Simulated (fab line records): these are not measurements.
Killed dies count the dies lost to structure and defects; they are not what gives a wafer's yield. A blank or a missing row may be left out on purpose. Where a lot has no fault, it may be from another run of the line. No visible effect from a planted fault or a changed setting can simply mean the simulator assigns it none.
Split-lot study	flow n5Finfet	7 lots, 21 wafers read, on a route of 1938 steps

== SPLIT DETAILS ==
At N5_MOL_CONTACT_COAG_CONTACT_ETCH_14 (etches SiO2 in C4F6/O2, target depth 27.5 nm, overetch 8.5 nm, time 20 s), the setting sourceW was moved away from the recipe's 370 W on 7 of the 21 wafers read, by -15.3% to +5.5%. For the rest of the wafers, this setting stayed at what the recipe calls for.

The reading is taken at the split's own step.

== THE READING ==
rfVppV, in V, at N5_MOL_CONTACT_COAG_CONTACT_ETCH_14 (etches SiO2 in C4F6/O2, target depth 27.5 nm, overetch 8.5 nm, time 20 s). Typical for fault-free wafers on this fab line: 693.3 V, with standard deviation 2.8 V.

wafer	tool, chamber at the split	sourceW as run, W	against the recipe	rfVppV, V	against lot-mates on the recipe
L075.2	rieDiel-02, 2	370	recipe	693.8	-
L075.3	rieDiel-02, 3	370	recipe	699.2	-
L075.5	rieDiel-02, 2	370	recipe	693.3	-
L076.2	rieDiel-06, 0	370	recipe	693.4	-
L076.3	rieDiel-06, 2	345.3	-6.7%	708.6	+15.1
L076.6	rieDiel-06, 1	370	recipe	693.5	-
L080.2	rieDiel-04, 3	370	recipe	692.8	-
L080.3	rieDiel-04, 2	370	recipe	695.4	-
L080.5	rieDiel-04, 3	370	recipe	693.4	-
L082.3	rieDiel-02, 0	370	recipe	688.8	-
L082.4	rieDiel-02, 3	370	recipe	699.2	-
L082.6	rieDiel-02, 3	370	recipe	698.5	-
L085.2	rieDiel-06, 1	333.8	-9.8%	719.2	+29.0
L085.3	rieDiel-06, 0	333.8	-9.8%	711.0	+20.8
L085.4	rieDiel-06, 2	370	recipe	690.2	-
L086.1	rieDiel-04, 1	370	recipe	692.3	-
L086.4	rieDiel-04, 0	390.2	+5.5%	683.9	-8.4
L086.5	rieDiel-04, 2	390.2	+5.5%	678.3	-14.0
L096.1	rieDiel-04, 1	370	recipe	692.8	-
L096.4	rieDiel-04, 2	313.4	-15.3%	724.8	+32.0
L096.6	rieDiel-04, 0	313.4	-15.3%	729.5	+36.7

THE FIT
A straight line over all 21 wafers: rfVppV changes by -2.19 V for each +1% of sourceW; r = -0.97; the points scatter about the line by 3.1 V.
The same after taking each lot's own level away (the mean of its wafers on the recipe; 21 wafers): -2.29 V for each +1%; r = -0.98; scatter 3 V.
On that fit, the largest move of sourceW shifts the reading by 35 V.
From 690.20 to 695.50 V: that is the span of the lots' own levels, equal to 1.9 times the standard deviation above.
So the lot-to-lot level changes the slope little: the two slopes agree.
Check: +36.8 V against its lot-mates is what the line predicts for one of the wafers moved furthest among these (-15.3%) when that wafer is left out of the fit. Against them it came out at +32 V.
Tool readings at the split's step, against how far the setting was moved: rfVppV r = -0.97.

== FURTHER SPLITS ON THESE WAFERS ==
These wafers also went through other splits before the reading. Each is held against what the fit with the lots' levels taken away leaves over:
other split on the same wafers	wafers away from the commonest value	r with rfVppV (lot level and that fit taken away)
N5_SDB_COAT_05 spinRpm	7	+0.06
N5_HKMG_FIN_COAT_42 spinRpm	7	-0.48
N5_HKMG_FIN_ETCH_35 sourceW	8	-0.23
N5_HKMG_FIN_ETCH_86 targetDepthA	11	+0.04
N5_MOL_CONTACT_COAG_ETCH_105 biasW	8	+0.10

== FILE'S OWN FIT ==
rfVppV changes by -2.3 V for each +1% of sourceW, r = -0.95.
